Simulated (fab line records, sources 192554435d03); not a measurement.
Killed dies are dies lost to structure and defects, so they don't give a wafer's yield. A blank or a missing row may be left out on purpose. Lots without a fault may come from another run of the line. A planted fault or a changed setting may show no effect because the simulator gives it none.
Chamber matching | flow n5_finfet | N5_BEOL_M3_CO_CAP_55 on cvd_co-01: 3 sister chambers
The step material Co, precursor CCTBA/H2, target thk 2 nm, time 102.1 s. 3 wafers are shown with their chamber, then 6 later ones without.

WAFERS WITH THEIR CHAMBER
wafer  | chamber | heater_power_outer_w (W)
L616.6 | 0       | 132
L629.3 | 2       | 143
L629.6 | 1       | 109

WAFERS WITHOUT THEIR CHAMBER
wafer  | heater_power_outer_w (W)
L632.1 | 131
L632.3 | 139
L632.5 | 108
L638.4 | 135
L638.5 | 137
L638.6 | 108

WHICH CHAMBER EACH WENT THROUGH
wafer  | from the rows above     | in truth
L632.1 | 0                       | 0
L632.3 | can't be placed: 2 or 0 | 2
L632.5 | 1                       | 1
L638.4 | can't be placed: 0 or 2 | 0
L638.5 | can't be placed: 0 or 2 | 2
L638.6 | 1                       | 1
Placed correctly: 3 of 6. Can't be placed from these rows: 3 (the true chamber is among the candidates in 3). Placed wrongly: 0.
How it was worked out, from the rows above alone: a wafer's distance from a chamber is the root of the sum, over the readings, of the square of ((its reading less the chamber's mean) divided by the reading's scatter). The wafer belongs to the nearest chamber; if the next one is less than 2 further off, it can't be placed. A chamber's mean is the mean of its shown wafers. The scatter: with one shown wafer a chamber, the root of the mean of the squares of how far each hidden wafer lies from its nearest shown one.
